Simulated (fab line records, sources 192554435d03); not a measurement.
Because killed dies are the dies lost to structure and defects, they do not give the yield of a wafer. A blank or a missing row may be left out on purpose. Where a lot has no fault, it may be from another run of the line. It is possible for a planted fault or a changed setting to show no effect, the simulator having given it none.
Comparing a struck lot with a sound one    flow n5_finfet    34 out of 1938 route steps
Sound: these wafers, L650.2, L650.4, L650.5. Wafers struck: L653.1, L653.2, L653.6. The cause is named last.
At each step with rows: each side's tool, then ch and its chambers, then its first start. Under that, the readings that differ: sound wafers    struck wafers    difference of the means    sigmas: that difference in standard deviations of wafers without a fault.
alike: a reading whose means differ by less than 2 such deviations, as well as words and numbers matching on both sides. not compared: withheld readings; readings where some wafer has no value; bounds like >300 that might hide an equal value; numbers whose values overlap and for which the record gives no deviation.
Wherever a step has rows on one side only, a row that says differs or no value, or a row with sigmas, the two part there. Numbers that don't overlap but have no deviation are shown without sigmas and don't part them. Lack of a reading on every wafer of one side parts them only where that side has two or more wafers.

first, 9 steps without rows for these wafers: N5_BEOL_M11_EXPOSE_25 (exposes mask V10); N5_BEOL_M11_PEB_26 (peb time 60 s); N5_BEOL_M11_DEVELOP_27 (develop time 30 s); N5_BEOL_M11_DESCUM_33 (chemistry O2, time 7.9 s); N5_BEOL_M11_ETCH_65 (etches SiARC in CF4, target depth 39 nm, time 65 s); N5_BEOL_M11_ETCH_66 (etches SOC in N2/H2, target depth 120 nm, overetch 24 nm, time 180 s); N5_BEOL_M11_STRIP_69 (strips in N2/H2); N5_BEOL_M11_VIA_ETCH_34 (etches SiCOH lowk in C4F6/O2, target depth 184.5 nm, time 69.2 s); N5_BEOL_M11_STRIP_73 (strips in C4F6/O2).
N5_BEOL_M11_STRIP_36: strips in N2/H2.
  sound on rie_diel-01 ch 0,1,2, day 12 05:46; struck on rie_diel-01 ch 1,2,3, day 12 10:26
  alike: bias_power_w, drypump_motor_current_A, h2_flow_sccm, oes_product_au, rf_vpp_V, showerhead_plenum_p_Torr, throttle_valve_pct
  not compared: rf_hours_counter_h
then, 23 steps without rows for these wafers: N5_BEOL_M11_TRENCH_ETCH_37 (etches SiCOH lowk in C4F6/O2, target depth 148.83 nm, time 48 s); N5_BEOL_M11_ETCH_41 (etches SiCN in CH3F/O2, target depth 42.6 nm, time 86 s); N5_BEOL_M11_STRIP_77 (strips in N2/H2, time 10 s); N5_BEOL_M11_HM_STRIP_39 (strips TiN in peroxide tin strip, target depth 25 nm, time 158 s); N5_BEOL_M11_SRD_40 (time 30 s); N5_BEOL_M11_PRECLEAN_42 (cleans in residue remover, time 60 s); N5_BEOL_M11_SRD_43 (time 30 s); N5_BEOL_M11_CURE_72 (cures SiCOH lowk, time 120 s); N5_BEOL_M11_DEGAS_44 (time 60 s); N5_BEOL_M11_PRE_CLEAN_45 (time 30 s); N5_BEOL_M11_ALD_74 (deposits TaN, target thk 2 nm, pulse time 2 s, purge time 3 s); N5_BEOL_M11_SURFACE_TREAT_76; N5_BEOL_M11_CVD_75 (deposits Co from CCTBA/H2, target thk 2 nm, time 138.9 s); N5_BEOL_M11_SPUTTER_48 (material Cu, target thk 12 nm, time 2 s); N5_BEOL_M11_ECD_50 (material Cu, target thk 318 nm); N5_BEOL_M11_ANNEAL_51 (time 90 s); N5_BEOL_M11_CMP_52 (polishes, stops on SiCOH lowk, t overpolish 7 s, target thk 140 nm); N5_BEOL_M11_PRE_CLEAN_55 (time 15 s); N5_BEOL_M11_DEP_56 (deposits SiCN from 3MS/NH3, target thk 30 nm, time 10.5 s); N5_BEOL_M12_ILD_DEP_00 (deposits SiOC from DEMS/O2, target thk 658.92 nm, time 130.7 s); N5_BEOL_M12_COAT_58 (time 60 s, resist thk 89 nm); N5_BEOL_M12_COAT_04 (resist thk 400 nm); N5_BEOL_M12_EBR_06.
-- record jumps: 2 days separate the struck wafers' starts on either side; left off in module BEOL_M12, taken up again in module PASSIVATION, whose first shown step is the route's number 1936 --
N5_PASSIVATION_PROBE_49:
  rows exist in the record for the struck wafers here (prober-01, day 14 13:23), but not for the sound ones

== WHERE THEY PART ==
Only at N5_PASSIVATION_PROBE_49, as far as this record shows.

WHY: what had been put in by the simulator
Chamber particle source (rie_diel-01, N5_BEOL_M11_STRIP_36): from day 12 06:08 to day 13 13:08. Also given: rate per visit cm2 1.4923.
